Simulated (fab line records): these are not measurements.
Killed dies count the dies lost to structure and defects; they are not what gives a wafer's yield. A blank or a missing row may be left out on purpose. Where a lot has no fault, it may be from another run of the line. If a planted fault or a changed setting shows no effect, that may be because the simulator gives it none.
The same fault as seen by 3 desks + flow n5-finfet + each desk has only its own numbers; what lay behind them comes last

== DESK OF THE TOOL OWNER: cmp-04 ==
The tool's own readings at N5_BEOL_M13_CMP_49 (polishes, stops on SiOC, t overpolish 17.1 s, target thk 420 nm): means of the sampled wafers that have a number, for each lot that ran on this tool. Any lot whose mean is over 4 standard deviations away from the usual mean is out of limits and marked OUT; that distance is given in the brackets.
Columns: A = barrier-field-endpoint-s at N5_BEOL_M13_CMP_49, usual 30.0 s; B = edge-zone-pressure-frac at N5_BEOL_M13_CMP_49, usual 1.000; C = motor-current-A at N5_BEOL_M13_CMP_49, usual 6.1 A; D = overpolish-run-s at N5_BEOL_M13_CMP_49, usual 17.098 s
| lot  | first seen here | A              | B     | C   | D                        |
|------|-----------------|----------------|-------|-----|--------------------------|
| L735 | day 10 18:50    | 30.1           | 0.999 | 6.4 | 17.099                   |
| L747 | day 13 14:02    | 45.6 (+21) OUT | 1.002 | 6.3 | 8.560 (-99 or more) OUT  |
| L750 | day 14 01:41    | 44.7 (+19) OUT | 1.008 | 6.2 | 9.787 (-99 or more) OUT  |
| L751 | day 14 11:39    | 40.7 (+14) OUT | 1.001 | 6.3 | 11.417 (-99 or more) OUT |
This desk finds L747, L750, L751 out of limits, L747 being first, at day 13 14:02 (barrier-field-endpoint-s at N5_BEOL_M13_CMP_49). L735 stayed within limits.

== METROLOGY DESK ==
Means of the sampled wafers that have a number, per lot and without regard to the tool the lot ran on: this is what the gauges read. Any lot whose mean is over 4 standard deviations away from the usual mean is out of limits and marked OUT; that distance is given in the brackets. Readings shown: 7 out of 11 (the first out of limits, and those lying furthest out on some lot).
Columns: A = DIBL_P at N5_BEOL_M4_RC_MEAS_101, usual 36.2 mV/V; B = IOFF_N at N5_BEOL_M4_RC_MEAS_101, usual 0.16 nA/um; C = IOFF_P at N5_BEOL_M4_RC_MEAS_101, usual 0.21 nA/um; D = SS_P at N5_BEOL_M4_RC_MEAS_101, usual 73.3 mV/dec; E = VT_N at N5_BEOL_M4_RC_MEAS_101, usual 251 mV; F = VT_P at N5_BEOL_M4_RC_MEAS_101, usual -251 mV; G = M13_THK at N5_BEOL_M13_THK_MEAS_50, usual 421 nm
| lot  | first seen here | A    | B    | C    | D    | E   | F    | G             |
|------|-----------------|------|------|------|------|-----|------|---------------|
| L735 | day 7 15:40     | 36.1 | 0.15 | 0.22 | 73.6 | 251 | -252 | 426           |
| L747 | day 10 20:19    | 36.2 | 0.14 | 0.18 | 73.4 | 250 | -253 | 615 (+33) OUT |
| L750 | day 11 05:35    | 36.4 | 0.17 | 0.23 | 72.8 | 246 | -246 | 600 (+31) OUT |
| L751 | day 11 13:58    | 34.5 | 0.15 | 0.20 | 73.3 | 252 | -252 | 544 (+21) OUT |
| L756 | day 13 07:30    | 33.9 | 0.12 | 0.16 | 72.5 | 256 | -255 | 420           |
This desk's result: L747, L750, L751 out of limits, first on L747 (M13_THK at N5_BEOL_M13_THK_MEAS_50), day 13 14:19. L735, L756 stayed within limits.

== THE DEFECT DESK ==
Inspection counts along the route, by lot: the mean over sampled wafers that carry a number. Any lot whose mean is over 4 standard deviations away from the usual mean is out of limits and marked OUT; that distance is given in the brackets.
Columns: A = raw-defect-count at N5_BEOL_M13_INSPECT_55, usual 69
| lot  | first seen here | A              |
|------|-----------------|----------------|
| L735 | day 10 19:14    | 56             |
| L747 | day 13 14:29    | 1596 (+66) OUT |
| L750 | day 14 02:05    | 1616 (+67) OUT |
| L751 | day 14 12:01    | 1056 (+43) OUT |
| L756 | day 16 00:50    | 47             |
This desk finds L747, L750, L751 out of limits, L747 being first, at day 13 14:29 (raw-defect-count at N5_BEOL_M13_INSPECT_55). L735, L756 stayed within limits.

== ALL TOGETHER ==
An alarm could have come from the tool owner's desk at day 13 14:02, on L747, L750, L751.
The metrology desk could have raised an alarm at day 13 14:19, on L747, L750, L751.
The defect desk could have raised an alarm at day 13 14:29, on L747, L750, L751.
On cmp-04, each named lot ran N5_BEOL_M13_CMP_49.

== WHAT THE SIMULATOR PUT IN ==
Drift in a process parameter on cmp-04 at N5_BEOL_M13_CMP_49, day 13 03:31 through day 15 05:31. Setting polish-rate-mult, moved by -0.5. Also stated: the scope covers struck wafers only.
Lots struck among those shown: L747, L750, L751.
Hours from the fault's start to each desk's first reading out of limits: the tool owner's desk, 11; the metrology desk, 11; the defect desk, 11.
